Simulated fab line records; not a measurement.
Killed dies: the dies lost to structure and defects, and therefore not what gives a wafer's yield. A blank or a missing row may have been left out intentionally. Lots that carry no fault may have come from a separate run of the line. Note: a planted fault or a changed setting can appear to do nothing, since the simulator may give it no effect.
Matching of chambers / flow nand harc / NHARC_A_SGD_CUT_ETCHBACK_24 on rie diel-13 has 4 sister chambers
The step etches the open film in CH3F/O2, target depth 50 nm, time 92.857 s. 14 wafers are shown with their chamber, then 7 later ones without.

== WAFERS, EACH WITH ITS CHAMBER ==
wafer=L076.2; chamber=1; showerhead plenum p Torr (Torr)=2.50; drypump motor current A (A)=6.3; rf vpp V (V)=244.0
wafer=L076.4; chamber=2; showerhead plenum p Torr (Torr)=2.29; drypump motor current A (A)=5.5; rf vpp V (V)=241.6
wafer=L076.6; chamber=1; showerhead plenum p Torr (Torr)=2.50; drypump motor current A (A)=6.3; rf vpp V (V)=244.4
wafer=L078.1; chamber=1; showerhead plenum p Torr (Torr)=2.50; drypump motor current A (A)=6.3; rf vpp V (V)=246.4
wafer=L078.3; chamber=0; showerhead plenum p Torr (Torr)=2.38; drypump motor current A (A)=5.4; rf vpp V (V)=244.4
wafer=L078.6; chamber=0; showerhead plenum p Torr (Torr)=2.38; drypump motor current A (A)=5.4; rf vpp V (V)=243.2
wafer=L085.1; chamber=1; showerhead plenum p Torr (Torr)=2.50; drypump motor current A (A)=6.3; rf vpp V (V)=245.0
wafer=L085.2; chamber=2; showerhead plenum p Torr (Torr)=2.28; drypump motor current A (A)=5.4; rf vpp V (V)=242.8
wafer=L085.3; chamber=0; showerhead plenum p Torr (Torr)=2.38; drypump motor current A (A)=5.4; rf vpp V (V)=243.0
wafer=L090.4; chamber=2; showerhead plenum p Torr (Torr)=2.28; drypump motor current A (A)=5.4; rf vpp V (V)=242.1
wafer=L090.5; chamber=2; showerhead plenum p Torr (Torr)=2.28; drypump motor current A (A)=5.4; rf vpp V (V)=244.4
wafer=L090.6; chamber=3; showerhead plenum p Torr (Torr)=2.60; drypump motor current A (A)=6.3; rf vpp V (V)=246.2
wafer=L092.1; chamber=3; showerhead plenum p Torr (Torr)=2.60; drypump motor current A (A)=6.3; rf vpp V (V)=245.6
wafer=L092.2; chamber=1; showerhead plenum p Torr (Torr)=2.49; drypump motor current A (A)=6.4; rf vpp V (V)=245.7

SIGNATURES (averages over the wafers above)
reading=showerhead plenum p Torr; chamber 0=2.3800; chamber 1=2.4980; chamber 2=2.2825; chamber 3=2.6000; scatter within a chamber=0.00394
reading=drypump motor current A; chamber 0=5.400; chamber 1=6.320; chamber 2=5.425; chamber 3=6.300; scatter within a chamber=0.0394
reading=rf vpp V; chamber 0=243.533; chamber 1=245.100; chamber 2=242.725; chamber 3=245.900; scatter within a chamber=0.977
Rule: for a wafer and a chamber, the distance is found by dividing, reading by reading, the gap between the wafer's reading and the chamber's mean by the reading's scatter, squaring, summing and taking the root. The wafer belongs to the nearest chamber; if the next one is less than 2 further off, it can't be placed. The scatter: the root of (the sum of the squares of (reading less its chamber's mean) over the shown wafers, divided by (wafers less chambers)).

== WAFERS WITH NO CHAMBER GIVEN ==
wafer=L092.3; showerhead plenum p Torr (Torr)=2.38; drypump motor current A (A)=5.4; rf vpp V (V)=242.7
wafer=L095.2; showerhead plenum p Torr (Torr)=2.60; drypump motor current A (A)=6.3; rf vpp V (V)=246.5
wafer=L095.4; showerhead plenum p Torr (Torr)=2.38; drypump motor current A (A)=5.4; rf vpp V (V)=241.1
wafer=L095.5; showerhead plenum p Torr (Torr)=2.28; drypump motor current A (A)=5.4; rf vpp V (V)=241.0
wafer=L097.2; showerhead plenum p Torr (Torr)=2.60; drypump motor current A (A)=6.3; rf vpp V (V)=247.3
wafer=L097.4; showerhead plenum p Torr (Torr)=2.49; drypump motor current A (A)=6.4; rf vpp V (V)=244.7
wafer=L097.6; showerhead plenum p Torr (Torr)=2.49; drypump motor current A (A)=6.4; rf vpp V (V)=242.7

== CHAMBER TAKEN BY EACH ==
wafer=L092.3; from the rows above=0; in truth=0
wafer=L095.2; from the rows above=3; in truth=3
wafer=L095.4; from the rows above=0; in truth=0
wafer=L095.5; from the rows above=2; in truth=2
wafer=L097.2; from the rows above=3; in truth=3
wafer=L097.4; from the rows above=1; in truth=1
wafer=L097.6; from the rows above=1; in truth=1
7 of 7 placed correctly. Can't be placed from these rows: 0. Number placed wrongly: 0.
